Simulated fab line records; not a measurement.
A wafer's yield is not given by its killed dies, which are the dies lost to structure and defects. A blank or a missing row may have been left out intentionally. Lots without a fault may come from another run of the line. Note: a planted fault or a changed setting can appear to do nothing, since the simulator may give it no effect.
Chamber matching -- flow n5-finfet -- 4 sister chambers for N5_BEOL_M1_DESCUM_33 on rie-diel-06
The step chemistry O2, time 7 s. 4 wafers are shown with their chamber, then 8 later ones without.

== WAFERS PAIRED WITH THEIR CHAMBERS ==
wafer,chamber,showerhead-plenum-p-Torr (Torr)
L079.6,3,1.98
L084.1,0,1.93
L084.6,1,2.09
L087.1,2,2.14

== WAFERS WITH NO CHAMBER GIVEN ==
wafer,showerhead-plenum-p-Torr (Torr)
L087.2,1.92
L087.5,2.14
L089.2,2.13
L089.3,2.08
L089.6,2.08
L095.2,1.97
L095.5,1.98
L095.6,1.92

== CHAMBER TAKEN BY EACH ==
wafer,from the rows above,in truth
L087.2,0,0
L087.5,2,2
L089.2,2,2
L089.3,1,1
L089.6,1,1
L095.2,3,3
L095.5,3,3
L095.6,0,0
Correctly placed: 8 of 8. Number that these rows cannot place: 0. Placed wrongly: 0.
How it was worked out, from the rows above alone: a wafer's distance from a chamber is the root of the sum, over the readings, of the square of ((its reading less the chamber's mean) divided by the reading's scatter). The wafer belongs to the nearest chamber; if the next one is less than 2 further off, it can't be placed. Each chamber's mean is taken over the wafers shown for it. The scatter (one wafer shown for each chamber): square how far every hidden wafer sits from the nearest shown wafer, average those squares and take the square root.
